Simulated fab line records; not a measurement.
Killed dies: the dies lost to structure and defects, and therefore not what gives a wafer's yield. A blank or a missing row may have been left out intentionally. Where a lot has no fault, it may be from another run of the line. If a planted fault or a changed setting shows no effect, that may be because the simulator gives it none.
Comparing a struck lot with a sound one    flow n5 finfet    34 steps out of a route of 1938
Sound: wafers L282.3, L282.4, L282.5. Wafers struck: L277.2, L277.4, L277.6. The cause comes at the end.
Each step with rows lists, per side, the tool, then ch with its chambers, then its first start. Under that, the readings that differ: sound wafers    struck wafers    difference of the means    sigmas: that difference in standard deviations of wafers without a fault.
alike: same words and numbers on both sides, and readings whose means sit less than 2 such deviations apart. not compared: any withheld reading, any reading some wafer has no value for, any bound like >300 that may hide the same value, and any number with overlapping values for which the record gives no deviation.
Wherever a step has rows on one side only, a row that says differs or no value, or a row with sigmas, the two part there. Non-overlapping numbers with no deviation appear without sigmas and do not part them. A reading that every wafer of one side lacks parts them only if that side has two wafers or more.

first, 11 steps without rows for these wafers: N5_BEOL_M13_TRENCH_ETCH_34 (etches SiOC in C4F8/O2/Ar, target depth 413.47 nm, time 162.6 s); N5_BEOL_M13_STRIP_70 (strips in C4F8/O2/Ar); N5_BEOL_M13_STRIP_37 (strips in N2/H2); N5_BEOL_M13_ETCH_38 (etches SiCN in CF4/N2, target depth 67.5 nm, time 71.9 s); N5_BEOL_M13_PRECLEAN_39 (cleans in residue remover, time 60 s); N5_BEOL_M13_SRD_40 (time 30 s, dry time 30 s); N5_BEOL_M13_DEGAS_41 (time 60 s); N5_BEOL_M13_PRE_CLEAN_42 (time 30 s); N5_BEOL_M13_SPUTTER_43 (material TaN, target thk 15 nm, time 24.19 s); N5_BEOL_M13_SPUTTER_44 (material Ta, target thk 10 nm, time 16.13 s); N5_BEOL_M13_SPUTTER_45 (material Cu, target thk 80 nm, time 13.33 s).
N5_BEOL_M13_ECD_47: material Cu, target thk 936 nm.
  sound on ecd cu-02 ch 0,1, day 15 07:14; struck on ecd cu-01 ch 0,1, day 14 07:51
then, 21 steps without rows for these wafers: N5_BEOL_M13_ANNEAL_48 (time 90 s); N5_BEOL_M13_CMP_49 (polishes, stops on SiOC, t overpolish 17.1 s, target thk 420 nm); N5_BEOL_M13_PRE_CLEAN_52 (time 15 s); N5_BEOL_M13_DEP_53 (deposits SiCN from 3MS/NH3, target thk 50 nm, time 17.8 s); N5_BEOL_M14_ILD_DEP_00 (deposits SiO2 from TEOS/O2, target thk 1119.3 nm, time 237.4 s); N5_BEOL_M14_COAT_58 (time 60 s, resist thk 89 nm); N5_BEOL_M14_COAT_04 (resist thk 800 nm); N5_BEOL_M14_EBR_06; N5_BEOL_M14_SOFTBAKE_05 (time 60 s); N5_BEOL_M14_EXPOSE_07 (exposes mask V13); N5_BEOL_M14_PEB_08 (peb time 90 s); N5_BEOL_M14_DEVELOP_09 (develop time 45 s); N5_BEOL_M14_HARDBAKE_14 (time 120 s); N5_BEOL_M14_DESCUM_15 (chemistry O2, time 7.9 s); N5_BEOL_M14_ETCH_59 (etches BARC in N2/H2, target depth 89 nm, overetch 26.7 nm, time 67.9 s); N5_BEOL_M14_VIA_ETCH_16 (etches SiO2 in C4F8/O2/Ar, target depth 1231.3 nm); N5_BEOL_M14_STRIP_63 (strips in O2); N5_BEOL_M14_STRIP_64 (strips in O2); N5_BEOL_M14_STRIP_71 (strips in post etch residue remover, time 60 s); N5_BEOL_M14_SRD_72 (time 30 s, dry time 30 s); N5_BEOL_M14_COAT_65 (time 60 s, resist thk 450 nm).
N5_PASSIVATION_PROBE_49:
  sound: prober-02 at day 16 10:11; struck: prober-01 at day 15 13:05
reading                   sound           struck          difference  sigmas
defect limited yield (%)  89.7 92.3 90.6  27.5 28.6 29.6  -62.3       -42
killed_at_M4_up           17 15 19        800 781 771     +767        +99 or more
killed dies               121 91 111      855 843 831     +735        +41
killed on rim             12 14 15        105 107 115     +95         +23
killed short              36 30 42        23 19 19        -16         -2
sort_bin_5_function (%)   6.6 4.2 5.6     47.7 49.0 48.1  +42.8       +43
sort_bin_6_memory (%)     3.3 3.3 3.1     18.0 16.5 17.0  +13.9       +22
sort n pass               1059 1089 1069  325 337 349     -735        -41
sort yield pct (%)        89.7 92.3 90.6  27.5 28.6 29.6  -62.3       -42
  alike: killed_at_M0_to_M3, killed at contacts, killed at front end, killed at other, killed open, sort_bin_8_speed

## WHERE THEY PART
N5_PASSIVATION_PROBE_49 only, going by this record.

WHY: what had been put in by the simulator
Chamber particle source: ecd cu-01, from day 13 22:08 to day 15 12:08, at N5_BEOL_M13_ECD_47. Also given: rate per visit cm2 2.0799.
